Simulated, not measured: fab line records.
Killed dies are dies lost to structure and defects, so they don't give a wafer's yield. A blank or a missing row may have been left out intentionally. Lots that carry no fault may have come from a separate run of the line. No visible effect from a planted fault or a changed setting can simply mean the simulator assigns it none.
What tool caused it?    flow n5-finfet    Sampling: 9 lots, 27 wafers, 5 of 1938 route steps

== WHAT THE GAUGES SHOWED, per wafer ==
N5_HKMG_FIN_CD_MEAS_12: the cd target is 92.8 nm. Usual: cd-nm reads 93.1 nm (standard deviation 0.7).
lot   measured     on         cd-nm (nm)      flag
L707  day 4 04:26  cd-sem-03  93.3 94.2 93.6  
L709  day 4 15:01  cd-sem-02  93.6 94.1 93.6  
L711  day 5 04:57  cd-sem-03  93.9 93.1 93.8  
L712  day 5 12:01  cd-sem-03  93.3 93.1 93.6  
L717  day 6 17:41  cd-sem-01  93.1 92.1 92.7  
L721  day 7 16:26  cd-sem-02  91.9 91.5 92.8  
L722  day 8 00:25  cd-sem-01  91.5 91.9 92.4  
L726  day 8 19:51  cd-sem-02  93.4 92.9 93.0  
L728  day 9 09:06  cd-sem-01  92.3 92.6 92.3  

N5_BEOL_M4_RC_MEAS_101. Usual: DIBL_N 35.8 mV/V, standard deviation 1.8; DIBL_P 35.6 mV/V, standard deviation 2; IOFF_N 0.148 nA/um, standard deviation 0.028; IOFF_N_85C 2.9 nA/um, standard deviation 0.46; IOFF_N_LIN 0.070 nA/um, standard deviation 0.01; IOFF_N_LONG 5.5e-05 nA/um, standard deviation 3.2e-06; IOFF_P 0.20 nA/um, standard deviation 0.034; ION_N 672 uA/um, standard deviation 12; ION_P 462 uA/um, standard deviation 8.5; SS_N 71.2 mV/dec, standard deviation 0.65; SS_P 73.1 mV/dec, standard deviation 0.67; VT_N 251 mV, standard deviation 3.3; VT_N_LONG 274.5 mV, standard deviation 2.4; VT_N_LVT 100 mV, standard deviation 3.3; VT_P -251 mV, standard deviation 3.8; VT_P_LONG -275 mV, standard deviation 3.6.
lot   measured      on         DIBL_N (mV/V)   DIBL_P (mV/V)   IOFF_N (nA/um)     IOFF_N_85C (nA/um)  IOFF_N_LIN (nA/um)  IOFF_N_LONG (nA/um)        IOFF_P (nA/um)  ION_N (uA/um)  ION_P (uA/um)  SS_N (mV/dec)   SS_P (mV/dec)   VT_N (mV)    VT_N_LONG (mV)     VT_N_LVT (mV)  VT_P (mV)       VT_P_LONG (mV)  flag
L707  day 7 15:10   prober-02  34.6 32.9 34.0  35.2 34.3 36.4  0.150 0.119 0.145  2.9 2.4 2.8         0.069 0.057 0.067   5.4e-05 5.2e-05 5.2e-05    0.16 0.15 0.17  674 660 677    449 454 459    71.1 70.7 71.5  72.6 72.5 73.4  252 253 251  275.1 278.2 277.3  97 100 97      -258 -257 -255  -281 -281 -281  
L709  day 8 00:16   prober-01  35.3 34.6 35.5  35.9 34.8 35.3  0.161 0.154 0.159  3.2 3.1 3.2         0.075 0.073 0.073   5.6e-05 5.5e-05 5.6e-05    0.22 0.20 0.22  685 675 682    471 462 471    71.8 71.3 72.4  73.3 73.1 72.5  252 250 252  275.3 274.2 274.8  96 97 96       -248 -248 -248  -275 -275 -276  
L711  day 9 07:14   prober-01  36.3 35.4 36.7  37.7 38.2 37.9  0.161 0.152 0.165  3.2 3.0 3.2         0.074 0.073 0.075   5.4e-05 5.3e-05 5.5e-05    0.19 0.20 0.19  686 674 671    464 463 461    71.5 71.5 71.0  72.9 72.6 73.1  250 252 250  274.2 275.7 276.5  97 98 98       -256 -254 -256  -278 -279 -279  
L712  day 9 04:34   prober-01  37.6 37.9 36.8  36.9 37.5 35.5  0.169 0.162 0.147  3.3 3.2 2.9         0.080 0.079 0.071   5.8e-05 5.6e-05 5.8e-05    0.20 0.22 0.18  693 684 675    465 461 462    71.9 71.7 71.4  73.8 74.0 72.9  245 247 251  272.7 271.5 272.8  95 97 99       -252 -249 -254  -276 -277 -276  
L717  day 10 05:30  prober-01  38.0 34.9 33.6  37.4 34.3 32.3  0.178 0.117 0.105  3.4 2.4 2.2         0.081 0.057 0.052   5.2e-05 5e-05 5.1e-05      0.21 0.17 0.14  676 656 661    456 454 450    71.5 71.0 69.8  73.8 73.0 72.1  252 255 255  277.9 278.5 276.1  100 107 108    -254 -252 -256  -279 -280 -276  
L721  day 11 04:51  prober-01  34.9 34.6 34.2  35.3 34.7 35.1  0.141 0.142 0.134  2.8 2.8 2.7         0.066 0.067 0.065   5.8e-05 5.9e-05 5.7e-05    0.21 0.21 0.21  672 671 673    466 473 463    71.2 70.9 70.0  72.7 72.8 72.3  251 252 249  275.0 271.0 274.5  100 100 99     -248 -251 -251  -270 -275 -271  
L722  day 11 22:08  prober-02  32.9 35.7 34.3  33.5 35.7 34.1  0.126 0.557 0.453  2.6 8.8 7.5         0.063 0.260 0.221   5.5e-05 0.000145 0.000141  0.21 0.18 0.17  676 761 757    472 463 460    70.3 71.7 71.1  73.4 74.5 73.3  251 214 219  274.6 240.3 241.6  100 62 66      -248 -252 -251  -271 -285 -281  OFF
L726  day 12 09:55  prober-02  36.9 36.9 35.5  35.4 36.1 35.7  0.152 0.498 0.464  3.0 8.0 7.6         0.070 0.226 0.226   5.6e-05 0.000145 0.000146  0.17 0.14 0.14  679 748 755    453 439 453    70.9 71.9 71.0  73.3 72.9 73.2  251 219 217  273.1 240.9 236.3  99 66 66       -255 -261 -259  -273 -286 -287  OFF
L728  day 13 02:19  prober-01  38.6 37.8 38.0  41.2 39.5 39.9  0.200 0.181 0.183  3.8 3.5 3.5         0.090 0.083 0.083   5.6e-05 5.7e-05 5.6e-05    0.27 0.24 0.25  678 684 682    464 462 472    72.5 71.2 72.0  74.2 73.9 74.1  245 247 250  273.8 273.1 272.8  96 95 96       -247 -249 -247  -273 -272 -275  

== WHICH TOOL RAN EACH LOT (tool, then ch and the chambers of the sampled wafers, then the start) ==
lot   N5_HKMG_FIN_STRIP_19                 N5_HKMG_FIN_NWFM_ALD_20             N5_HKMG_FIN_ETCH_67
L707  plasma-asher-02 ch 0,1, day 4 05:07  ald-metal-01 ch 0,1,2, day 4 06:37  rie-diel-03 ch 1,2, day 4 07:02
L709  plasma-asher-01 ch 0,1, day 4 16:03  ald-metal-02 ch 2,3, day 4 17:25    rie-diel-05 ch 0,1,3, day 4 17:50
L711  plasma-asher-02 ch 0,1, day 5 05:38  ald-metal-03 ch 1,2, day 5 07:17    rie-diel-03 ch 0,1,2, day 5 07:50
L712  plasma-asher-02 ch 0,1, day 5 12:42  ald-metal-01 ch 0,1,3, day 5 14:07  rie-diel-05 ch 1,2,3, day 5 14:33
L717  plasma-asher-01 ch 0,1, day 6 18:23  ald-metal-03 ch 0,1,3, day 6 19:44  rie-diel-03 ch 0,2,3, day 6 20:11
L721  plasma-asher-01 ch 0,1, day 7 17:20  ald-metal-03 ch 1,2,3, day 7 18:42  rie-diel-06 ch 0,3, day 7 19:09
L722  plasma-asher-02 ch 0,1, day 8 01:34  ald-metal-03 ch 0,2,3, day 8 03:09  rie-diel-06 ch 0,3, day 8 03:42
L726  plasma-asher-02 ch 0,1, day 8 20:32  ald-metal-03 ch 0,1,2, day 8 21:57  rie-diel-06 ch 2,3, day 8 22:26
L728  plasma-asher-01 ch 0,1, day 9 09:58  ald-metal-02 ch 0,2,3, day 9 11:20  rie-diel-03 ch 1,2, day 9 11:46
- N5_HKMG_FIN_STRIP_19: strips in N2/H2, time 360 s.
- N5_HKMG_FIN_NWFM_ALD_20: deposits TiAlC, target thk 2 nm, pulse time 3 s, purge time 2 s.
- N5_HKMG_FIN_ETCH_67: etches SOC in N2/H2, stops on TiN, target depth 388.9 nm.

== AS READ BY THE TOOLS THEMSELVES (means over the sampled wafers that have a number; for cases with no such wafer, the mark the record gives instead) ==
N5_HKMG_FIN_STRIP_19. Usual: drypump-motor-current-A 5.39 A, standard deviation 0.18; heater-power-w 482 W, standard deviation 46.
lot   tool             drypump-motor-current-A (A)  heater-power-w (W)  flag
L707  plasma-asher-02  5.37                         442                 
L709  plasma-asher-01  5.45                         490                 
L711  plasma-asher-02  5.37                         446                 
L712  plasma-asher-02  5.45                         491                 
L717  plasma-asher-01  5.31                         479                 
L721  plasma-asher-01  5.45                         502                 
L722  plasma-asher-02  5.38                         445                 
L726  plasma-asher-02  5.38                         445                 
L728  plasma-asher-01  5.44                         500                 

N5_HKMG_FIN_NWFM_ALD_20. Usual: heater-power-w 487 W, standard deviation 50; precursor-pulse-height-rel 0.998, standard deviation 0.019.
lot   tool          heater-power-w (W)  precursor-pulse-height-rel  flag
L707  ald-metal-01  478                 1.006                       
L709  ald-metal-02  433                 1.008                       
L711  ald-metal-03  533                 0.990                       
L712  ald-metal-01  488                 0.995                       
L717  ald-metal-03  506                 0.999                       
L721  ald-metal-03  516                 1.002                       
L722  ald-metal-03  524                 0.999                       
L726  ald-metal-03  533                 1.005                       
L728  ald-metal-02  454                 1.000                       

N5_HKMG_FIN_ETCH_67. Usual: drypump-motor-current-A 5.6 A, standard deviation 0.43; oes-product-au 0.77 a.u., standard deviation 0.08; rf-vpp-V 240.4 V, standard deviation 1.2; showerhead-plenum-p-Torr 2.52 Torr, standard deviation 0.079; throttle-valve-pct 17.75 %, standard deviation 0.23.
lot   tool         drypump-motor-current-A (A)  oes-product-au (a.u.)  rf-vpp-V (V)  showerhead-plenum-p-Torr (Torr)  throttle-valve-pct (%)  flag
L707  rie-diel-03  5.9                          0.73                   239.9         2.51                             18.01                   
L709  rie-diel-05  5.4                          0.72                   240.9         2.52                             17.93                   
L711  rie-diel-03  5.9                          0.75                   240.3         2.51                             17.93                   
L712  rie-diel-05  5.4                          0.72                   241.0         2.56                             17.82                   
L717  rie-diel-03  6.0                          0.82                   239.7         2.46                             17.76                   
L721  rie-diel-06  5.9                          0.71                   239.7         2.48                             17.81                   
L722  rie-diel-06  5.5                          0.69                   241.0         2.54                             17.92                   
L726  rie-diel-06  5.9                          0.87                   241.0         2.62                             17.55                   
L728  rie-diel-03  5.9                          0.80                   239.9         2.49                             17.95                   

== THE ANSWER, worked out from the rows above alone ==
Rule: take the mean of a lot's wafers that have a number; if it is more than 3 standard deviations from the usual mean, the lot is off. A lot without any number at a reading at which 4 lots or more have one is off too. Any other lot the step has rows for is counted as sound. First the gauges in route order, then the tools' own readings, where a lot's mean is used as printed above. The first step at which some lot is off is used, and at that step the reading that is off furthest; a lot without a number counts as furthest.
Off: at N5_BEOL_M4_RC_MEAS_101 (IOFF_N_LONG), L722, L726.
A tool fits if, at a process step before that reading, it ran every lot that is off, and no sound lot after the first of them. Those tools and the gauges at N5_BEOL_M4_RC_MEAS_101 are tried in the same way. Can't be told from this: 4 tools fit, plasma-asher-02 at N5_HKMG_FIN_STRIP_19, ald-metal-03 at N5_HKMG_FIN_NWFM_ALD_20, rie-diel-06 at N5_HKMG_FIN_ETCH_67, prober-02 at N5_BEOL_M4_RC_MEAS_101.

== WHAT HAD BEEN PUT IN BY THE SIMULATOR ==
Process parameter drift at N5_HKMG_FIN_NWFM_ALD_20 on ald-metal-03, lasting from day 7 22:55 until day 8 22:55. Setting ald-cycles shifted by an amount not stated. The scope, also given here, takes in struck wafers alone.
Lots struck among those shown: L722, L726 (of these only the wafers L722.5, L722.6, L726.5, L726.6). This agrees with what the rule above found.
